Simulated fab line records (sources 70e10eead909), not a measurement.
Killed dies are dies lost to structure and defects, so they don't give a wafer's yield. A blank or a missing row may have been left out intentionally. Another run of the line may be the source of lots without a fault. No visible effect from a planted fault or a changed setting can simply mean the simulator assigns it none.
fab line records	flow nand_harc	part 1 of 2: steps 1 to 4 of 6
[record] lots = 23	wafers = 69	last_day = 33
route steps=1302 shown A_STAIRCASE@700
lots that met no fault: from a run of the same line without faults
start_h: start of the lot's first displayed wafer, in hours after the record's first day	wait_h: how many hours have passed since the lot's step before this one	" repeats the value in the row above	L1.1+2: a single row standing in for several wafers	- either no value or no given start	* or withheld: withheld	< > ~ a bound
route shown NAME@n: NAME is a module with steps in the file, n the number in the route of the first one	usual: average and standard deviation across the fault-free wafers	same: alike in all rows	chamber/n: place in a boat	sites: per-site readings	_std_site: their standard deviation	_edge_site: the outer-site mean with the inner-site mean subtracted	radius_mm: how far each site lies from the wafer's centre	mask NAME#n: copy n	behind: tool/chamber where the wafer was last shaped	hold: what put the lot on hold/how long, in hours/how the hold closed	device: transistor that didn't switch, given as n, p or np	end of line: tests of these same wafers at the route's end	a step without rows: its recipe alone	killed: dies that structure and defects cost at the first sort, which is not the same as the wafer's yield	map: a wafer's dies, x killed, . not, _ none there
set.NAME: the setting the step ran with; set.NAME@STEP: the setting that earlier step ran with	model.NAME: the simulator's own value behind a step, which no gauge read
route steps across a sampled set of lots; one table per step, one row per wafer
services: the hour from which a tool's chamber was out of use, counted from the record's first day as start_h (under 0 if before that day), plus the number of hours and why
[[steps]]
[step NHARC_A_STAIRCASE_DESCUM_186]
[recipe] time_s = 3	o2_flow_sccm = 200	ar_flow_sccm = 0	bias_power_w = 0	chemistry = O2
[usual] drypump_motor_current_A = 5.9/0.31	o2_flow_sccm = 200.0/0.57	oes_product_au = 1.002/0.012	rf_vpp_V = 57.7/0.9	showerhead_plenum_p_Torr = 1.90/0.083	throttle_valve_pct = 11.311/0.0087
[same] bias_power_w = 0	time_s = 3
lot.wafer	tool	chamber	start_h	wait_h	drypump_motor_current_A	o2_flow_sccm	oes_product_au	rf_hours_counter_h	rf_vpp_V	showerhead_plenum_p_Torr	throttle_valve_pct
L075.3	rie_diel-03	3	357.92	-	5.8	200.7	1.022	6	57.5	1.97	11.307
L075.1	"	1	"	"	5.9	200.0	0.994	4	57.3	2.04	11.307
L075.4	"	2	"	"	6.1	200.5	0.986	6	57.6	1.78	11.310
L074.2	rie_diel-02	3	358.06	-	5.7	199.6	1.004	34	57.7	1.85	11.304
L074.1	"	0	"	"	5.6	200.5	0.991	39	57.1	1.83	11.307
L074.4	"	2	"	"	5.6	200.2	0.992	-	56.1	1.80	11.306
L076.4	rie_diel-02	1	381.19	-	6.1	200.7	0.991	47	57.7	2.04	11.314
L076.2	"	2	"	"	5.6	200.0	0.992	46	56.6	1.80	11.330
L076.3	"	3	"	"	5.7	199.5	1.005	40	58.1	1.85	11.314
L077.1	rie_diel-13	1	396.35	-	5.6	200.8	0.998	17	57.2	1.91	11.310
L077.6	"	1	"	"	5.6	200.3	1.005	-	57.0	1.91	11.292
L077.5	"	2	"	"	6.2	200.3	1.003	-	59.1	1.83	11.310
L078.4	rie_diel-13	0	396.82	-	5.4	199.2	0.998	11	57.5	1.87	11.306
L078.3	"	1	"	"	5.6	200.3	1.006	17	58.2	1.91	11.314
L078.2	"	2	"	"	6.3	200.2	1.002	17	57.3	1.83	11.317
L080.1	rie_diel-13	2	413.51	-	6.2	200.8	1.007	22	58.2	1.83	11.308
L080.2	"	3	"	"	6.6	198.8	1.002	20	59.1	1.94	11.307
L080.5	"	1	"	"	5.6	200.7	0.995	-	58.6	1.91	11.302
L079.3	rie_diel-03	0	414.94	-	6.0	200.8	1.010	24	58.2	1.89	11.318
L079.6	"	1	"	"	5.9	199.6	0.992	-	57.3	2.03	11.309
L079.5	"	2	"	"	6.1	200.3	0.988	-	56.8	1.77	11.302
L081.4	rie_diel-03	1	429.50	-	5.9	199.5	0.996	28	58.9	2.03	11.315
L081.3	"	3	"	"	5.7	200.8	1.010	29	58.6	1.96	11.323
L081.5	"	0	"	"	6.0	201.1	0.998	-	56.9	1.89	11.325
L082.2	rie_diel-02	0	437.06	-	5.6	199.4	0.989	13	56.6	1.82	11.314
L082.1	"	2	"	"	5.6	199.5	0.982	11	56.8	1.80	11.309
L082.6	"	0	"	"	5.6	199.5	0.997	-	57.7	1.82	11.312
L083.1	rie_diel-03	0	440.42	-	5.9	201.2	0.994	31	58.8	1.89	11.303
L083.4	"	1	"	"	5.9	199.8	0.990	34	57.5	2.03	11.320
L083.5	"	2	"	"	6.1	199.2	0.988	-	56.3	1.77	11.303
L084.2	rie_diel-02	3	459.19	-	5.7	201.1	1.028	11	56.0	1.84	11.301
L084.3	"	1	"	"	6.1	200.4	0.981	20	60.0	2.04	11.302
L084.6	"	1	"	"	6.1	199.5	0.984	-	58.4	2.04	11.322
L085.3	rie_diel-03	0	459.61	-	5.9	199.8	0.994	34	56.9	1.89	11.319
L085.1	"	1	"	"	5.9	200.7	0.995	38	58.4	2.03	11.319
L085.6	"	0	"	"	5.9	200.5	0.996	-	58.3	1.89	11.307
L086.3	rie_diel-13	3	477.30	-	6.6	199.3	0.998	45	59.0	1.93	11.334
L086.4	"	1	"	"	5.6	201.1	1.000	36	56.9	1.90	11.311
L086.2	"	2	"	"	6.2	199.2	1.001	46	57.5	1.82	11.305
L087.2	rie_diel-13	2	477.72	-	6.2	199.7	1.011	47	56.3	1.82	11.323
L087.3	"	3	"	"	6.5	200.1	0.997	45	57.7	1.93	11.308
L087.6	"	1	"	"	5.6	200.1	0.995	-	57.3	1.91	11.319
L088.4	rie_diel-03	3	495.94	-	5.8	200.0	1.005	49	58.5	1.96	11.299
L088.3	"	0	"	"	6.0	199.7	0.995	47	59.2	1.89	11.327
L088.6	"	2	"	"	6.1	200.2	0.993	-	57.8	1.76	11.313
L089.3	rie_diel-13	0	500.05	-	5.4	200.6	1.001	44	57.2	1.86	11.315
L089.6	"	0	"	"	5.4	201.0	1.004	-	58.5	1.86	11.306
L089.5	"	1	"	"	5.6	199.6	1.000	-	59.0	1.90	11.316
L090.3	rie_diel-03	0	533.38	-	6.0	199.5	1.021	6	57.6	1.88	11.303
L090.1	"	1	"	"	5.9	200.0	1.008	6	58.6	2.02	11.308
L090.2	"	2	"	"	6.1	199.8	1.013	4	57.7	2.08	11.310
L093.2	rie_diel-03	0	539.54	-	6.0	199.5	1.024	8	56.7	1.88	11.314
L093.3	"	3	"	"	5.8	200.0	1.015	6	58.1	1.95	11.286
L093.5	"	1	"	"	6.0	200.8	1.017	-	56.6	2.02	11.317
L092.4	rie_diel-13	1	540.10	-	5.6	199.9	1.010	3	58.3	1.90	11.300
L092.3	"	0	"	"	5.3	199.4	0.990	3	57.3	1.85	11.309
L092.5	"	2	"	"	6.2	199.8	1.013	-	56.5	1.81	11.321
L095.3	rie_diel-13	0	560.24	-	5.4	199.0	1.009	9	57.9	1.85	11.306
L095.5	"	3	"	"	6.6	200.7	0.995	-	58.8	1.93	11.291
L095.6	"	0	"	"	5.4	199.6	1.014	-	56.4	1.85	11.314
L094.4	rie_diel-03	3	560.97	-	5.8	200.3	1.020	12	58.3	1.95	11.310
L094.1	"	0	"	"	5.9	199.6	1.024	14	58.4	1.88	11.307
L094.3	"	1	"	"	5.9	200.6	1.009	14	57.5	2.01	11.306
L096.1	rie_diel-03	0	575.31	-	6.0	199.3	1.028	21	58.4	1.88	11.314
L096.3	"	1	"	"	5.9	200.9	1.030	22	60.3	2.01	11.309
L096.5	"	3	"	"	5.8	199.4	1.020	-	58.2	1.95	11.301
L097.2	rie_diel-02	2	592.36	-	5.6	199.9	0.973	2	57.2	1.78	11.315
L097.3	"	3	"	"	5.7	199.6	1.013	3	56.6	1.83	11.326
L097.4	"	0	"	"	5.6	200.3	0.987	3	57.0	1.81	11.315
[step NHARC_A_STAIRCASE_ETCH_188]
[recipe] target_depth_a = 1000	time_s = 40.5	ion_energy_ev = 400	c4f8_flow_sccm = 20	o2_flow_sccm = 10	ar_flow_sccm = withheld	rf_w = 600	bias_w = 1000	chemistry = C4F8/O2
[usual] bias_w = 999.8/2.9	oes_product_au = 0.944/0.017	rf_vpp_V = 895/5.4
[same] time_s = 40.5
lot.wafer	tool	chamber	start_h	wait_h	bias_w	oes_product_au	rf_hours_counter_h	rf_vpp_V
L075.1	rie_diel-03	3	-	-	998.7	0.953	6	899
L075.4	"	0	"	"	1000.2	0.934	4	895
L075.3	"	1	"	"	994.9	0.935	4	903
L074.2	rie_diel-02	1	-	-	994.1	0.983	38	902
L074.4	"	2	"	"	999.5	0.915	38	889
L074.1	"	0	"	"	1000.2	0.918	39	891
L076.2	rie_diel-02	2	-	-	998.4	0.945	46	887
L076.3	"	3	"	"	996.9	0.974	40	891
L076.4	"	0	"	"	1000.4	0.935	46	892
L077.1	rie_diel-13	2	-	-	996.0	0.949	17	892
L077.5	"	3	"	"	998.4	0.958	-	896
L077.6	"	0	"	"	996.0	0.954	-	894
L078.2	rie_diel-13	2	-	-	1002.1	0.956	17	891
L078.4	"	3	"	"	1001.2	0.933	15	898
L078.3	"	0	"	"	1002.2	0.920	12	893
L080.1	rie_diel-13	3	-	-	1005.0	0.948	21	897
L080.2	"	0	"	"	998.7	0.958	17	893
L080.5	"	3	"	"	1000.6	0.957	-	899
L079.3	rie_diel-03	0	-	-	1002.4	0.965	24	895
L079.6	"	1	"	"	998.6	0.937	-	901
L079.5	"	2	"	"	1004.2	0.930	-	886
L081.3	rie_diel-03	0	-	-	1002.3	0.936	27	895
L081.4	"	1	"	"	1004.1	0.936	28	902
L081.5	"	0	"	"	997.2	0.941	-	893
L082.1	rie_diel-02	0	-	-	997.7	0.928	13	891
L082.2	"	2	"	"	1007.0	0.936	11	888
L082.6	"	0	"	"	998.0	0.937	-	891
L083.1	rie_diel-03	0	-	-	997.3	0.936	31	895
L083.4	"	1	"	"	997.5	0.940	34	903
L083.5	"	2	"	"	1002.9	0.930	-	888
L084.2	rie_diel-02	1	-	-	998.1	0.931	20	904
L084.3	"	0	"	"	995.2	0.932	21	891
L084.6	"	1	"	"	996.4	0.935	-	904
L085.1	rie_diel-03	1	-	-	1000.6	0.948	38	903
L085.3	"	2	"	"	998.6	0.960	38	888
L085.6	"	0	"	"	1007.9	0.938	-	893
L086.2	rie_diel-13	2	-	-	1000.9	0.937	46	890
L086.4	"	3	"	"	999.6	0.925	45	896
L086.3	"	0	"	"	998.2	0.928	39	893
L087.3	rie_diel-13	0	-	-	997.4	0.929	39	892
L087.2	"	2	"	"	1002.4	0.943	47	890
L087.6	"	0	"	"	997.6	0.928	-	892
L088.3	rie_diel-03	3	-	-	998.8	0.938	49	899
L088.4	"	0	"	"	999.8	0.916	47	894
L088.6	"	3	"	"	997.9	0.928	-	899
L089.3	rie_diel-13	2	-	-	1000.4	0.929	54	889
L089.6	"	0	"	"	1001.8	0.927	-	892
L089.5	"	1	"	"	1001.6	0.918	-	896
L090.3	rie_diel-03	1	-	-	1001.2	0.958	6	903
L090.2	"	2	"	"	998.2	0.968	4	906
L090.1	"	3	"	"	1001.2	0.962	4	897
L093.3	rie_diel-03	3	-	-	1001.1	0.958	6	898
L093.2	"	0	"	"	997.9	0.959	8	894
L093.5	"	2	"	"	1004.4	0.961	-	906
L092.3	rie_diel-13	0	-	-	998.3	0.966	3	894
L092.4	"	3	"	"	1000.5	0.949	3	897
L092.5	"	0	"	"	998.7	0.975	-	892
L095.3	rie_diel-13	3	-	-	1001.8	0.944	11	895
L095.6	"	0	"	"	1000.6	0.958	-	891
L095.5	"	1	"	"	998.4	0.943	-	896
L094.4	rie_diel-03	3	-	-	1005.1	0.955	13	899
L094.1	"	0	"	"	1000.8	0.965	14	893
L094.3	"	1	"	"	997.7	0.962	14	903
L096.1	rie_diel-03	2	-	-	999.1	0.945	18	904
L096.3	"	1	"	"	998.9	0.944	22	903
L096.5	"	2	"	"	1003.7	0.936	-	906
L097.4	rie_diel-02	1	-	-	999.2	0.936	3	903
L097.3	"	3	"	"	1001.3	0.959	3	890
L097.2	"	0	"	"	997.6	0.937	3	889
[step NHARC_A_STAIRCASE_ETCH_194]
[recipe] target_depth_a = 1000	time_s = 40.5	ion_energy_ev = 400	c4f8_flow_sccm = 20	o2_flow_sccm = 10	ar_flow_sccm = withheld	rf_w = 600	bias_w = 1000	chemistry = C4F8/O2
[usual] bias_w = 1000.1/2.9	oes_product_au = 0.945/0.013	rf_vpp_V = 895/5.4
[same] time_s = 40.5
lot.wafer	tool	chamber	start_h	wait_h	bias_w	oes_product_au	rf_hours_counter_h	rf_vpp_V
L074.4	rie_diel-02	2	-	-	998.7	0.932	39	890
L074.1	"	3	"	"	1000.2	0.952	35	893
L074.2	"	0	"	"	998.7	0.925	40	889
L075.4	rie_diel-03	2	-	-	997.8	0.952	7	887
L075.3	"	0	"	"	1000.2	0.949	6	895
L075.1	"	1	"	"	996.1	0.955	6	904
L076.3	rie_diel-02	0	-	-	994.8	0.920	46	890
L076.2	"	1	"	"	999.1	0.941	47	906
L076.4	"	2	"	"	1000.1	0.950	46	888
L077.1	rie_diel-13	3	-	-	1004.6	0.930	16	899
L077.5	"	1	"	"	995.3	0.931	-	895
L077.6	"	2	"	"	999.0	0.927	-	891
L078.4	rie_diel-13	0	-	-	1001.0	0.942	12	892
L078.2	"	1	"	"	998.4	0.942	18	896
L078.3	"	3	"	"	1004.2	0.939	16	899
L080.2	rie_diel-13	0	-	-	998.5	0.965	17	892
L080.1	"	1	"	"	993.6	0.948	22	896
L080.5	"	3	"	"	1002.2	0.945	-	899
L079.3	rie_diel-03	0	-	-	1002.8	0.954	24	894
L079.5	"	2	"	"	996.7	0.934	-	887
L079.6	"	3	"	"	1002.2	0.967	-	898
L081.4	rie_diel-03	2	-	-	997.9	0.934	28	887
L081.3	"	0	"	"	999.2	0.945	27	894
L081.5	"	1	"	"	1001.2	0.943	-	901
L082.1	rie_diel-02	1	-	-	998.3	0.916	13	904
L082.2	"	2	"	"	998.6	0.915	11	890
L082.6	"	2	"	"	1000.2	0.921	-	889
L083.1	rie_diel-03	0	-	-	1001.5	0.937	31	895
L083.4	"	3	"	"	1000.1	0.951	34	898
L083.5	"	1	"	"	996.1	0.943	-	903
L084.2	rie_diel-02	1	-	-	1001.0	0.927	21	905
L084.3	"	3	"	"	999.2	0.969	12	892
L084.6	"	3	"	"	1004.5	0.965	-	892
L085.1	rie_diel-03	0	-	-	1004.5	0.952	35	896
L085.3	"	2	"	"	998.5	0.938	38	885
L085.6	"	0	"	"	996.6	0.958	-	895
L086.3	rie_diel-13	1	-	-	999.0	0.937	37	895
L086.2	"	2	"	"	1003.0	0.946	47	891
L086.4	"	3	"	"	999.0	0.940	46	897
L087.2	rie_diel-13	0	-	-	1000.1	0.953	39	893
L087.3	"	1	"	"	997.3	0.956	37	894
L087.6	"	3	"	"	1003.4	0.953	-	898
L088.3	rie_diel-03	0	-	-	1002.9	0.943	47	895
L088.4	"	2	"	"	1002.2	0.938	53	885
L088.6	"	0	"	"	999.9	0.946	-	894
L089.3	rie_diel-13	2	-	-	997.0	0.932	58	890
L089.6	"	3	"	"	998.6	0.930	-	895
L089.5	"	0	"	"	1006.4	0.947	-	891
L090.2	rie_diel-03	2	-	-	999.2	0.956	4	905
L090.1	"	0	"	"	999.2	0.965	6	895
L090.3	"	1	"	"	998.9	0.954	6	902
L093.3	rie_diel-03	3	-	-	999.5	0.956	6	898
L093.2	"	0	"	"	1003.5	0.949	8	894
L093.5	"	3	"	"	998.9	0.957	-	898
L092.4	rie_diel-13	3	-	-	1001.4	0.948	3	896
L092.3	"	0	"	"	1000.9	0.957	3	891
L092.5	"	3	"	"	1000.7	0.938	-	898
L095.3	rie_diel-13	3	-	-	1003.2	0.944	11	897
L095.6	"	2	"	"	1000.9	0.947	-	890
L095.5	"	0	"	"	1000.6	0.949	-	892
L094.3	rie_diel-03	3	-	-	997.0	0.962	13	899
L094.1	"	1	"	"	1002.4	0.960	15	903
L094.4	"	2	"	"	999.4	0.955	13	906
L096.1	rie_diel-03	2	-	-	1000.0	0.945	19	906
L096.3	"	3	"	"	994.1	0.937	18	899
L096.5	"	1	"	"	998.8	0.950	-	902
L097.3	rie_diel-02	0	-	-	1003.3	0.931	3	890
L097.2	"	1	"	"	996.1	0.945	3	902
L097.4	"	2	"	"	997.5	0.931	3	888
[step NHARC_A_STAIRCASE_STRIP_205]
[recipe] power_w = 1500	temp_c = 250	chemistry = O2
[usual] drypump_motor_current_A = 5.70/0.29	heater_power_w = 348/28
lot.wafer	tool	chamber	start_h	wait_h	drypump_motor_current_A	heater_power_w	rf_hours_counter_h
L074.2	plasma_asher-01	1	360.49	0.1	6.11	302	2
L074.1	"	0	"	"	5.37	373	2
L074.4	"	0	"	"	5.37	360	-
L075.1	plasma_asher-02	0	361.08	0.1	5.46	330	21
L075.3	"	1	"	"	5.93	341	-
L075.4	"	0	"	"	5.46	330	-
L076.2	plasma_asher-01	1	383.40	0.1	6.04	305	7
L076.3	"	0	"	"	5.36	378	-
L076.4	"	1	"	"	6.08	302	-
L077.1	plasma_asher-02	0	398.84	0.1	5.45	337	29
L077.6	"	1	"	"	5.93	363	-
L077.5	"	0	"	"	5.48	332	-
L078.2	plasma_asher-01	0	399.21	0.1	5.36	375	10
L078.3	"	0	"	"	5.37	365	-
L078.4	"	1	"	"	6.08	305	-
L080.2	plasma_asher-02	1	415.82	0.1	5.94	363	32
L080.1	"	0	"	"	5.50	332	32
L080.5	"	1	"	"	5.97	363	-
L079.3	plasma_asher-02	1	417.35	0.2	5.93	359	-
L079.5	"	1	"	"	5.91	353	-
L079.6	"	0	"	"	5.44	337	-
L081.3	plasma_asher-01	0	432.01	0.4	5.35	368	-
L081.4	"	1	"	"	6.07	305	-
L081.5	"	1	"	"	6.06	311	-
L082.1	plasma_asher-02	1	439.23	0.1	5.97	371	2
L082.2	"	0	"	"	5.44	338	2
L082.6	"	0	"	"	5.49	331	-
L083.1	plasma_asher-02	0	442.63	0.1	5.46	346	3
L083.4	"	0	"	"	5.47	338	-
L083.5	"	0	"	"	5.42	337	-
L084.2	plasma_asher-02	0	461.72	0.1	5.45	340	6
L084.3	"	1	"	"	5.91	381	-
L084.6	"	0	"	"	5.45	342	-
L085.1	plasma_asher-02	1	462.00	0.1	5.95	378	7
L085.3	"	1	"	"	5.95	376	-
L085.6	"	1	"	"	5.96	386	-
L086.2	plasma_asher-02	0	479.84	0.1	5.44	338	10
L086.4	"	0	"	"	5.43	336	-
L086.3	"	1	"	"	5.89	380	-
L087.2	plasma_asher-02	0	480.34	0.1	5.47	336	10
L087.3	"	1	"	"	5.94	389	-
L087.6	"	1	"	"	5.92	374	-
L088.3	plasma_asher-02	0	498.19	0.2	5.44	338	-
L088.4	"	1	"	"	5.95	370	-
L088.6	"	1	"	"	5.95	363	-
L089.3	plasma_asher-02	0	506.22	0.2	5.47	333	-
L089.6	"	1	"	"	5.94	383	-
L089.5	"	0	"	"	5.47	335	-
L090.2	plasma_asher-02	0	535.59	0.1	5.47	346	21
L090.1	"	1	"	"	5.97	380	21
L090.3	"	1	"	"	5.96	374	-
L093.2	plasma_asher-01	0	541.72	0.1	5.36	379	4
L093.3	"	0	"	"	5.37	370	-
L093.5	"	0	"	"	5.38	383	-
L092.3	plasma_asher-02	1	542.82	0.2	5.92	375	-
L092.4	"	0	"	"	5.44	341	-
L092.5	"	1	"	"	5.95	376	-
L095.3	plasma_asher-01	1	562.93	0.2	6.04	303	-
L095.5	"	0	"	"	5.35	372	-
L095.6	"	1	"	"	6.05	297	-
L094.1	plasma_asher-02	0	563.18	0.1	5.45	343	26
L094.4	"	1	"	"	5.93	375	-
L094.3	"	0	"	"	5.45	338	-
L096.1	plasma_asher-01	0	579.15	0.1	5.39	374	13
L096.3	"	1	"	"	6.12	304	-
L096.5	"	0	"	"	5.37	371	-
L097.2	plasma_asher-01	0	594.64	0.1	5.36	372	14
L097.4	"	0	"	"	5.38	372	-
L097.3	"	1	"	"	6.06	305	-
